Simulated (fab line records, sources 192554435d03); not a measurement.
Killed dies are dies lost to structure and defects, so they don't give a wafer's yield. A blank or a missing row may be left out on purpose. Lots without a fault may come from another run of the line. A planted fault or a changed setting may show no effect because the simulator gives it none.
fab line records | flow n5_finfet
record lots=24 wafers=72 last_day=19
route steps=1938 shown BEOL_M7@1264 BEOL_M8@1336
lots that met no fault: from a run of the same line without faults
start_h: hours from the record's first day to the start of the lot's first wafer shown | wait_h: hours since the lot's step before | " the same as in the row above | L1.1+2: a row that stands for several wafers | - no value, or no start given | * or withheld: withheld | < > ~ a bound
route shown NAME@n: a module of which the file shows steps, and the number in the route of the first | usual: mean/standard deviation of fault-free wafers | same: alike in all rows | chamber/n: place in a boat | sites: the reading at each site | _std_site: their standard deviation | _edge_site: outer sites' mean less inner sites' | radius_mm: how far each site lies from the wafer's centre | mask NAME#n: copy n | behind: the tool/chamber that last shaped the wafer | hold: why the lot was held/for how many hours/how that ended | device: the transistor (n, p or np) that didn't switch | end of line: the same wafers' tests at the end of the route | a step without rows: its recipe alone | killed: dies lost to structure and defects at the first sort, not the wafer's yield | map: a wafer's dies, x killed, . not, _ none there
set.NAME: the setting as run; set.NAME@STEP: as run at that earlier step | model.NAME: the simulator's own value behind a step, which no gauge read
steps of the route over a sample of lots; a table a step, a row a wafer
services: from which hour (start_h, from the record's first day; less than 0 if before it) a tool's chamber was out of use, for how many hours, and why
## steps
# step N5_BEOL_M7_CURE_74
# recipe temp_c=385 time_s=240 ambient=He/Ar material=SiCOH_lowk
# usual lamp_power_pct=52.32/0.049 wafer_temp_C_max=386.6/0.6
# columns lot.wafer tool chamber start_h wait_h lamp_power_pct wafer_temp_C_max
L076.2 uv_cure-01 2 223.00 0.1 52.32 386.2
L076.3 " 2 " " 52.36 385.9
L076.6 " 2 " " 52.30 385.5
L074.1 uv_cure-03 0 230.70 0.1 52.30 386.0
L074.3 " 0 " " 52.36 385.7
L074.5 " 0 " " 52.27 386.2
L075.1 uv_cure-01 1 231.38 0.5 52.33 387.2
L075.4 " 1 " " 52.27 387.1
L075.6 " 1 " " 52.34 387.6
L077.2 uv_cure-02 2 233.09 0.1 52.30 386.6
L077.3 " 2 " " 52.33 386.2
L077.4 " 2 " " 52.33 386.8
L078.1 uv_cure-01 0 253.61 0.0 52.26 386.9
L078.3 " 0 " " 52.28 386.3
L078.6 " 0 " " 52.33 387.0
L080.1 uv_cure-03 0 253.67 0.0 52.33 386.0
L080.3 " 0 " " 52.32 386.2
L080.4 " 0 " " 52.29 386.0
L081.1 uv_cure-01 1 257.97 0.0 52.41 387.2
L081.4 " 1 " " 52.27 387.7
L081.6 " 1 " " 52.36 387.3
L079.2 uv_cure-02 0 258.62 0.1 52.33 386.5
L079.3 " 0 " " 52.18 386.8
L079.5 " 0 " " 52.24 387.6
L082.1 uv_cure-01 1 264.09 0.0 52.35 386.8
L082.3 " 1 " " 52.38 386.1
L082.6 " 1 " " 52.32 386.7
L083.1 uv_cure-01 2 282.76 0.3 52.27 386.0
L083.2 " 2 " " 52.25 385.7
L083.3 " 2 " " 52.32 387.2
L084.3 uv_cure-03 0 285.67 0.4 52.34 386.0
L084.4 " 0 " " 52.33 385.9
L084.6 " 0 " " 52.24 385.7
L086.1 uv_cure-03 0 294.93 0.0 52.23 386.2
L086.4 " 0 " " 52.24 386.3
L086.5 " 0 " " 52.28 386.5
L087.1 uv_cure-03 1 296.59 0.0 52.33 387.2
L087.4 " 1 " " 52.34 386.5
L087.5 " 1 " " 52.33 386.3
L085.3 uv_cure-02 0 298.19 0.2 52.32 387.1
L085.5 " 0 " " 52.36 387.9
L085.6 " 0 " " 52.30 387.1
L089.2 uv_cure-01 1 325.07 0.1 52.36 387.4
L089.3 " 1 " " 52.27 387.2
L089.5 " 1 " " 52.34 387.1
L091.1 uv_cure-03 1 327.90 0.0 52.38 386.8
L091.4 " 1 " " 52.40 387.2
L091.6 " 1 " " 52.35 386.9
L090.1 uv_cure-03 1 328.92 0.1 52.29 386.5
L090.3 " 1 " " 52.37 387.1
L090.6 " 1 " " 52.29 386.7
L088.3 uv_cure-02 1 329.41 0.2 52.37 386.4
L088.5 " 1 " " 52.40 386.5
L088.6 " 1 " " 52.41 387.0
L092.2 uv_cure-02 2 333.88 0.1 52.36 386.8
L092.3 " 2 " " 52.32 387.3
L092.6 " 2 " " 52.29 386.5
L094.3 uv_cure-01 2 334.84 0.2 52.29 385.1
L094.5 " 2 " " 52.34 385.6
L094.6 " 2 " " 52.27 385.9
L093.1 uv_cure-02 2 341.26 0.1 52.35 386.8
L093.3 " 2 " " 52.34 386.8
L093.5 " 2 " " 52.21 386.7
L095.2 uv_cure-02 0 357.31 0.1 52.30 387.6
L095.4 " 0 " " 52.26 387.6
L095.5 " 0 " " 52.38 387.4
L096.3 uv_cure-03 0 358.48 0.2 52.38 385.7
L096.4 " 0 " " 52.37 385.7
L096.5 " 0 " " 52.31 385.8
L097.1 uv_cure-03 1 361.95 0.3 52.26 386.7
L097.3 " 1 " " 52.35 386.6
L097.4 " 1 " " 52.36 386.2
# step N5_BEOL_M7_CD_MEAS_11
# recipe target_cd_nm=38.5 landing_energy_ev=500 detector=se_inlens polarity=opening
# usual cd_nm=38.5/0.51
# columns lot.wafer tool chamber start_h wait_h cd_nm
L076.2 cd_sem-03 0 227.44 - 38.5
L076.3 " 0 " " 38.1
L076.6 " 0 " " 38.3
L074.1 cd_sem-01 0 231.86 - 37.8
L074.3 " 0 " " 38.7
L074.5 " 0 " " 38.9
L075.1 cd_sem-02 0 234.41 - 38.1
L075.4 " 0 " " 38.8
L075.6 " 0 " " 38.5
L077.2 cd_sem-01 0 235.13 - 38.0
L077.3 " 0 " " 38.3
L077.4 " 0 " " 38.2
L078.1 cd_sem-03 0 256.08 - 37.8
L078.3 " 0 " " 37.5
L078.6 " 0 " " 38.1
L080.1 cd_sem-01 0 256.25 - 40.0
L080.3 " 0 " " 39.1
L080.4 " 0 " " 39.1
L081.1 cd_sem-03 0 260.54 - 38.6
L081.4 " 0 " " 39.2
L081.6 " 0 " " 39.2
L079.2 cd_sem-01 0 260.71 - 38.3
L079.3 " 0 " " 37.8
L079.5 " 0 " " 38.4
L082.1 cd_sem-01 0 267.24 - 39.0
L082.3 " 0 " " 39.2
L082.6 " 0 " " 39.1
L083.1 cd_sem-02 0 284.47 - 37.7
L083.2 " 0 " " 38.0
L083.3 " 0 " " 37.9
L084.3 cd_sem-03 0 287.86 - 39.1
L084.4 " 0 " " 38.3
L084.6 " 0 " " 39.1
L086.1 cd_sem-01 0 296.63 - 38.1
L086.4 " 0 " " 38.7
L086.5 " 0 " " 39.2
L087.1 cd_sem-03 0 299.38 - 38.4
L087.4 " 0 " " 38.5
L087.5 " 0 " " 38.6
L085.3 cd_sem-01 0 299.55 - 39.1
L085.5 " 0 " " 38.3
L085.6 " 0 " " 38.3
L089.2 cd_sem-01 0 327.37 - 39.5
L089.3 " 0 " " 38.3
L089.5 " 0 " " 38.9
L091.1 cd_sem-01 0 330.11 - 38.5
L091.4 " 0 " " 38.6
L091.6 " 0 " " 38.5
L090.1 cd_sem-01 0 330.75 - 38.7
L090.3 " 0 " " 38.2
L090.6 " 0 " " 38.9
L088.3 cd_sem-02 0 331.67 - 38.0
L088.5 " 0 " " 38.9
L088.6 " 0 " " 38.1
L092.2 cd_sem-02 0 335.99 - 38.6
L092.3 " 0 " " 38.8
L092.6 " 0 " " 38.9
L094.3 cd_sem-03 0 336.65 - 38.9
L094.5 " 0 " " 39.0
L094.6 " 0 " " 39.6
L093.1 cd_sem-03 0 342.72 - 37.8
L093.3 " 0 " " 38.2
L093.5 " 0 " " 37.2
L095.2 cd_sem-02 0 358.60 - 38.0
L095.4 " 0 " " 38.3
L095.5 " 0 " " 38.6
L096.3 cd_sem-03 0 361.12 - 39.0
L096.4 " 0 " " 39.1
L096.5 " 0 " " 39.2
L097.1 cd_sem-02 0 365.24 - 38.8
L097.3 " 0 " " 38.6
L097.4 " 0 " " 38.3
# step N5_BEOL_M7_SURFACE_TREAT_79
# recipe gas=Ar time_s=* ion_energy_ev=* ion_current_ma_cm2=0.5 pressure_mtorr=* ar_flow_sccm=30
# usual throttle_valve_pct=*
# columns lot.wafer tool chamber start_h wait_h throttle_valve_pct
L076.2 pvd_sputter-03 - 231.32 0.2 *
L076.3 " - " " *
L076.6 " - " " *
L074.1 pvd_sputter-02 - 235.66 0.3 *
L074.3 " - " " *
L074.5 " - " " *
L075.1 pvd_sputter-02 - 238.62 0.3 *
L075.4 " - " " *
L075.6 " - " " *
L077.2 pvd_sputter-03 - 239.99 0.3 *
L077.3 " - " " *
L077.4 " - " " *
L078.1 pvd_sputter-02 - 260.84 0.2 *
L078.3 " - " " *
L078.6 " - " " *
L080.1 pvd_sputter-02 - 261.40 0.4 *
L080.3 " - " " *
L080.4 " - " " *
L079.2 pvd_sputter-03 - 263.86 0.2 *
L079.3 " - " " *
L079.5 " - " " *
L081.1 pvd_sputter-03 - 264.15 0.2 *
L081.4 " - " " *
L081.6 " - " " *
L082.1 pvd_sputter-01 - 272.91 0.3 *
L082.3 " - " " *
L082.6 " - " " *
L083.1 pvd_sputter-02 - 288.00 0.2 *
L083.2 " - " " *
L083.3 " - " " *
L084.3 pvd_sputter-01 - 293.34 0.2 *
L084.4 " - " " *
L084.6 " - " " *
L086.1 pvd_sputter-01 - 301.82 1.5 *
L086.4 " - " " *
L086.5 " - " " *
L087.1 pvd_sputter-02 - 303.24 0.2 *
L087.4 " - " " *
L087.5 " - " " *
L085.3 pvd_sputter-03 - 303.68 0.2 *
L085.5 " - " " *
L085.6 " - " " *
L089.2 pvd_sputter-03 - 332.64 0.2 *
L089.3 " - " " *
L089.5 " - " " *
L091.1 pvd_sputter-02 - 332.86 0.2 *
L091.4 " - " " *
L091.6 " - " " *
L090.1 pvd_sputter-03 - 335.08 1.8 *
L090.3 " - " " *
L090.6 " - " " *
L088.3 pvd_sputter-03 - 336.96 0.2 *
L088.5 " - " " *
L088.6 " - " " *
L092.2 pvd_sputter-02 - 340.44 0.2 *
L092.3 " - " " *
L092.6 " - " " *
L094.3 pvd_sputter-02 - 345.97 0.2 *
L094.5 " - " " *
L094.6 " - " " *
L093.1 pvd_sputter-01 - 347.05 0.2 *
L093.3 " - " " *
L093.5 " - " " *
L095.2 pvd_sputter-03 - 362.37 0.2 *
L095.4 " - " " *
L095.5 " - " " *
L096.3 pvd_sputter-03 - 367.09 0.2 *
L096.4 " - " " *
L096.5 " - " " *
L097.1 pvd_sputter-01 - 369.55 1.6 *
L097.3 " - " " *
L097.4 " - " " *
# step N5_BEOL_M8_HM_DEP_02
# recipe material=TiN target_thk_a=200 temp_c=25 chamber_pressure_pa=0.49996
# usual throttle_valve_pct=30.1/1.1
# columns lot.wafer tool chamber start_h wait_h throttle_valve_pct
L076.2 pvd_sputter-03 - 234.47 1.3 28.3
L076.3 " - " " 30.3
L076.6 " - " " 29.5
L074.1 pvd_sputter-01 - 238.36 0.6 30.4
L074.3 " - " " 31.6
L074.5 " - " " 30.5
L075.1 pvd_sputter-03 - 240.96 0.1 29.3
L075.4 " - " " 29.8
L075.6 " - " " 30.1
L077.2 pvd_sputter-03 - 246.08 3.8 28.2
L077.3 " - " " 30.0
L077.4 " - " " 29.3
L078.1 pvd_sputter-02 - 263.58 0.8 28.7
L078.3 " - " " 30.3
L078.6 " - " " 30.2
L080.1 pvd_sputter-02 - 267.00 2.1 29.3
L080.3 " - " " 30.2
L080.4 " - " " 28.4
L079.2 pvd_sputter-01 - 267.05 1.3 30.2
L079.3 " - " " 31.5
L079.5 " - " " 31.7
L081.1 pvd_sputter-01 - 267.15 0.9 30.4
L081.4 " - " " 31.2
L081.6 " - " " 30.3
L082.1 pvd_sputter-03 - 276.02 0.6 28.3
L082.3 " - " " 30.1
L082.6 " - " " 28.1
L083.1 pvd_sputter-02 - 292.37 1.6 30.3
L083.2 " - " " 29.7
L083.3 " - " " 28.9
L084.3 pvd_sputter-02 - 295.77 0.6 28.4
L084.4 " - " " 30.1
L084.6 " - " " 29.4
L086.1 pvd_sputter-01 - 305.34 1.7 31.8
L086.4 " - " " 30.6
L086.5 " - " " 30.5
L087.1 pvd_sputter-02 - 306.60 1.1 30.2
L087.4 " - " " 28.9
L087.5 " - " " 29.7
L085.3 pvd_sputter-02 - 306.78 0.8 29.6
L085.5 " - " " 29.6
L085.6 " - " " 30.5
L089.2 pvd_sputter-01 - 335.92 1.0 31.4
L089.3 " - " " 31.6
L089.5 " - " " 31.8
L091.1 pvd_sputter-01 - 336.02 0.8 31.5
L091.4 " - " " 31.5
L091.6 " - " " 31.6
L090.1 pvd_sputter-01 - 337.54 0.4 31.6
L090.3 " - " " 31.5
L090.6 " - " " 31.5
L088.3 pvd_sputter-02 - 340.19 1.2 30.1
L088.5 " - " " 29.4
L088.6 " - " " 30.4
L092.2 pvd_sputter-03 - 342.91 0.6 28.4
L092.3 " - " " 30.1
L092.6 " - " " 30.3
L094.3 pvd_sputter-03 - 351.05 3.2 29.4
L094.5 " - " " 29.4
L094.6 " - " " 30.0
L093.1 pvd_sputter-03 - 351.35 2.2 30.3
L093.3 " - " " 29.1
L093.5 " - " " 29.3
L095.2 pvd_sputter-02 - 366.41 1.6 28.9
L095.4 " - " " 29.8
L095.5 " - " " 30.4
L096.3 pvd_sputter-01 - 370.11 0.6 30.8
L096.4 " - " " 31.7
L096.5 " - " " 31.8
L097.1 pvd_sputter-01 - 371.91 0.4 31.4
L097.3 " - " " 31.5
L097.4 " - " " 30.5
# step N5_BEOL_M8_OVL_MEAS_12
# recipe points_per_wafer=44
# usual M8_OVL=-0.2/0.73
# same points_per_wafer=44
# columns lot.wafer tool chamber start_h wait_h M8_OVL[nm]
L076.2 overlay-02 0 235.00 0.0 0.2
L076.3 " 0 " " -0.7
L076.6 " 0 " " -0.6
L074.1 overlay-02 0 238.89 0.0 -0.6
L074.3 " 0 " " 0.5
L074.5 " 0 " " -0.7
L075.1 overlay-01 0 241.50 0.0 0.1
L075.4 " 0 " " -0.5
L075.6 " 0 " " -0.7
L077.2 overlay-01 0 246.61 0.0 -0.6
L077.3 " 0 " " -0.5
L077.4 " 0 " " -1.4
L078.1 overlay-02 0 264.11 0.0 -0.1
L078.3 " 0 " " -0.9
L078.6 " 0 " " 0.8
L080.1 overlay-01 0 267.53 0.0 0.0
L080.3 " 0 " " -0.1
L080.4 " 0 " " -0.6
L079.2 overlay-02 0 267.70 0.0 -0.6
L079.3 " 0 " " -0.1
L079.5 " 0 " " -0.3
L081.1 overlay-01 0 267.86 0.0 -0.6
L081.4 " 0 " " -0.5
L081.6 " 0 " " 0.7
L082.1 overlay-01 0 276.54 0.0 1.2
L082.3 " 0 " " 1.0
L082.6 " 0 " " -0.4
L083.1 overlay-02 0 292.78 0.0 0.3
L083.2 " 0 " " -1.1
L083.3 " 0 " " 0.0
L084.3 overlay-02 0 296.17 0.0 1.1
L084.4 " 0 " " 0.1
L084.6 " 0 " " 0.1
L086.1 overlay-01 0 305.74 0.0 -1.3
L086.4 " 0 " " -0.6
L086.5 " 0 " " -1.0
L087.1 overlay-02 0 307.12 0.0 -0.3
L087.4 " 0 " " -0.3
L087.5 " 0 " " 0.3
L085.3 overlay-02 0 307.30 0.0 0.6
L085.5 " 0 " " 0.0
L085.6 " 0 " " -0.9
L089.2 overlay-01 0 336.48 0.0 -0.3
L089.3 " 0 " " 0.2
L089.5 " 0 " " -0.3
L091.1 overlay-02 0 336.65 0.0 0.4
L091.4 " 0 " " 0.1
L091.6 " 0 " " 1.2
L090.1 overlay-01 0 338.07 0.0 -2.3
L090.3 " 0 " " -1.9
L090.6 " 0 " " -0.5
L088.3 overlay-02 0 340.60 0.0 0.4
L088.5 " 0 " " -0.7
L088.6 " 0 " " -0.1
L092.2 overlay-02 0 343.31 0.0 -1.3
L092.3 " 0 " " -0.4
L092.6 " 0 " " 0.1
L094.3 overlay-02 0 351.58 0.0 -1.0
L094.5 " 0 " " -1.0
L094.6 " 0 " " -1.1
L093.1 overlay-01 0 351.88 0.0 0.5
L093.3 " 0 " " 0.6
L093.5 " 0 " " -0.3
L095.2 overlay-02 0 366.93 0.0 -0.1
L095.4 " 0 " " 0.4
L095.5 " 0 " " 0.2
L096.3 overlay-02 0 370.64 0.0 0.1
L096.4 " 0 " " 0.7
L096.5 " 0 " " 0.1
L097.1 overlay-02 0 372.44 0.0 -1.0
L097.3 " 0 " " -0.6
L097.4 " 0 " " -0.9
# step N5_BEOL_M8_DESCUM_16
# recipe chemistry=O2 time_s=7.9 source_power_w=50 bias_power_w=20 pressure_mtorr=20 rf_frequency_hz=2.712e+07 temp_c=40 resist=CAR-ArF o2_flow_sccm=225
# usual drypump_motor_current_A=5.6/0.5 oes_product_au=0.80/0.079 rf_vpp_V=243.3/1.6 showerhead_plenum_p_Torr=2.09/0.078 throttle_valve_pct=20.41/0.19
# columns lot.wafer tool chamber start_h wait_h drypump_motor_current_A oes_product_au rf_hours_counter_h rf_vpp_V showerhead_plenum_p_Torr throttle_valve_pct
L076.2 rie_diel-06 0 235.19 0.2 5.3 0.87 37 244.1 2.12 20.32
L076.3 " 3 " " 5.0 0.91 45 244.6 2.22 20.55
L076.6 " 2 " " 5.4 0.97 - 245.0 2.16 20.38
L074.1 rie_diel-04 0 238.95 0.0 4.9 0.80 111 242.0 2.03 20.51
L074.3 " 2 " " 6.8 0.66 235 242.8 2.05 20.78
L074.5 " 3 " " 5.8 0.69 - 243.5 2.08 20.28
L075.1 rie_diel-04 2 241.56 0.0 6.8 0.66 235 243.2 2.05 20.80
L075.4 " 3 " " 5.8 0.68 207 243.4 2.08 20.29
L075.6 " 0 " " 5.0 0.80 - 241.2 2.03 20.52
L077.2 rie_diel-06 1 246.73 0.1 5.9 0.86 60 244.7 2.20 20.27
L077.3 " 2 " " 5.3 0.95 4 243.3 2.15 20.37
L077.4 " 0 " " 5.2 0.86 41 244.3 2.12 20.33
L078.1 rie_diel-03 1 264.64 0.5 6.3 0.76 129 244.0 2.08 20.03
L078.3 " 0 " " 5.2 0.74 136 245.7 2.17 20.47
L078.6 " 2 " " 5.6 0.80 - 242.3 2.03 20.63
L080.1 rie_diel-04 3 267.71 0.2 5.8 0.68 219 242.6 2.07 20.31
L080.3 " 1 " " 5.7 0.72 204 243.0 1.99 20.13
L080.4 " 0 " " 4.9 0.79 121 241.8 2.03 20.55
L079.2 rie_diel-06 2 267.75 0.0 5.4 0.92 12 245.6 2.15 20.40
L079.3 " 1 " " 5.9 0.85 68 244.1 2.20 20.28
L079.5 " 2 " " 5.4 0.91 - 244.3 2.15 20.41
L081.1 rie_diel-04 2 268.18 0.3 6.8 0.65 246 243.6 2.04 20.81
L081.4 " 3 " " 5.8 0.68 219 243.3 2.07 20.30
L081.6 " 1 " " 5.7 0.72 - 241.7 1.99 20.15
L082.1 rie_diel-06 2 276.60 0.0 5.4 0.92 16 243.9 2.15 20.42
L082.3 " 1 " " 5.9 0.85 71 247.9 2.20 20.30
L082.6 " 0 " " 5.3 0.85 - 243.1 2.12 20.35
L083.1 rie_diel-04 1 293.00 0.2 5.7 0.72 215 241.9 1.98 20.16
L083.2 " 0 " " 4.9 0.78 133 244.0 2.02 20.55
L083.3 " 3 " " 5.8 0.68 229 241.0 2.07 20.32
L084.3 rie_diel-06 1 296.31 0.1 5.9 0.84 77 245.8 2.20 20.29
L084.4 " 0 " " 5.3 0.84 58 244.9 2.12 20.35
L084.6 " 2 " " 5.4 0.89 - 244.5 2.15 20.41
L086.1 rie_diel-03 1 305.81 0.0 6.3 0.76 140 243.0 2.07 20.05
L086.4 " 2 " " 5.6 0.79 116 241.3 2.03 20.65
L086.5 " 2 " " 5.6 0.79 - 240.9 2.03 20.65
L087.1 rie_diel-03 1 307.24 0.1 6.3 0.76 141 241.0 2.07 20.05
L087.4 " 2 " " 5.6 0.79 117 242.6 2.03 20.66
L087.5 " 3 " " 5.7 0.76 - 241.6 2.00 20.29
L085.3 rie_diel-04 0 307.36 0.0 4.9 0.78 140 242.5 2.02 20.56
L085.5 " 0 " " 5.0 0.77 - 241.3 2.02 20.59
L085.6 " 3 " " 5.8 0.68 - 242.9 2.07 20.33
L089.2 rie_diel-06 3 336.54 0.0 5.0 0.86 79 246.0 2.20 20.62
L089.3 " 2 " " 5.3 0.88 34 244.0 2.14 20.45
L089.5 " 1 " " 5.9 0.83 - 245.7 2.19 20.28
L091.1 rie_diel-03 1 336.82 0.1 6.3 0.75 149 242.8 2.07 20.08
L091.4 " 0 " " 5.2 0.75 154 244.5 2.16 20.50
L091.6 " 0 " " 5.2 0.76 - 245.4 2.16 20.49
L090.1 rie_diel-06 1 338.13 0.0 5.9 0.82 90 244.3 2.19 20.30
L090.3 " 2 " " 5.3 0.87 35 245.2 2.14 20.42
L090.6 " 3 " " 5.0 0.85 - 245.8 2.20 20.61
L088.3 rie_diel-06 2 341.33 0.7 5.4 0.87 37 242.8 2.14 20.45
L088.5 " 3 " " 4.9 0.85 - 245.1 2.20 20.62
L088.6 " 2 " " 5.4 0.87 - 242.7 2.14 20.44
L092.2 rie_diel-06 1 343.87 0.5 5.9 0.82 93 244.5 2.19 20.31
L092.3 " 2 " " 5.4 0.88 38 242.7 2.14 20.42
L092.6 " 0 " " 5.3 0.82 - 244.2 2.11 20.38
L094.3 rie_diel-06 2 351.64 0.0 5.4 0.87 41 242.1 2.14 20.44
L094.5 " 2 " " 5.4 0.87 - 242.3 2.14 20.44
L094.6 " 1 " " 5.9 0.83 - 244.2 2.19 20.32
L093.1 rie_diel-04 0 351.94 0.0 5.0 0.77 155 241.9 2.01 20.58
L093.3 " 2 " " 6.8 0.92 13 241.7 2.04 20.43
L093.5 " 2 " " 6.8 0.93 - 244.2 2.04 20.42
L095.2 rie_diel-03 0 366.99 0.0 5.2 0.72 166 242.9 2.16 20.51
L095.4 " 2 " " 5.6 0.76 143 241.6 2.02 20.69
L095.5 " 0 " " 5.2 0.73 - 245.5 2.16 20.52
L096.3 rie_diel-03 1 370.77 0.1 6.3 0.74 162 243.2 2.07 20.09
L096.4 " 0 " " 5.2 0.74 167 244.0 2.16 20.53
L096.5 " 2 " " 5.6 0.76 - 241.3 2.02 20.71
L097.1 rie_diel-04 0 372.64 0.2 5.0 0.75 163 241.3 2.01 20.62
L097.3 " 3 " " 5.8 0.93 5 243.3 2.06 19.96
L097.4 " 1 " " 5.7 0.69 245 241.3 1.97 20.19
## services
# columns tool chamber start_h hours kind
rie_diel-06 - 202.66 1.0 repair
rie_diel-06 2 215.81 - clean
rie_diel-06 2 215.81 - consumable_replace:focus_ring
rie_diel-06 2 215.81 15.1 scheduled_down
rie_diel-06 2 215.81 15.1 vent_cycle
uv_cure-01 - 259.51 2.1 pm
rie_diel-03 1 265.87 8.3 repair
uv_cure-03 - 272.28 3.4 pm
rie_diel-04 2 281.12 - clean
rie_diel-04 2 281.12 - consumable_replace:focus_ring
rie_diel-04 2 281.12 32.3 scheduled_down
rie_diel-04 2 281.12 32.3 vent_cycle
uv_cure-02 - 286.38 1.0 pm
uv_cure-03 - 304.09 6.0 pm
uv_cure-03 - 311.70 3.2 repair
rie_diel-03 0 314.36 19.1 repair
rie_diel-03 1 319.35 9.5 repair
rie_diel-06 0 335.30 4.4 repair
rie_diel-03 3 338.59 11.0 repair
rie_diel-04 3 341.90 - clean
rie_diel-04 3 341.90 - consumable_replace:focus_ring
rie_diel-04 3 341.90 15.6 scheduled_down
rie_diel-04 3 341.90 15.6 vent_cycle
rie_diel-04 2 358.26 6.6 repair
## key
fault none
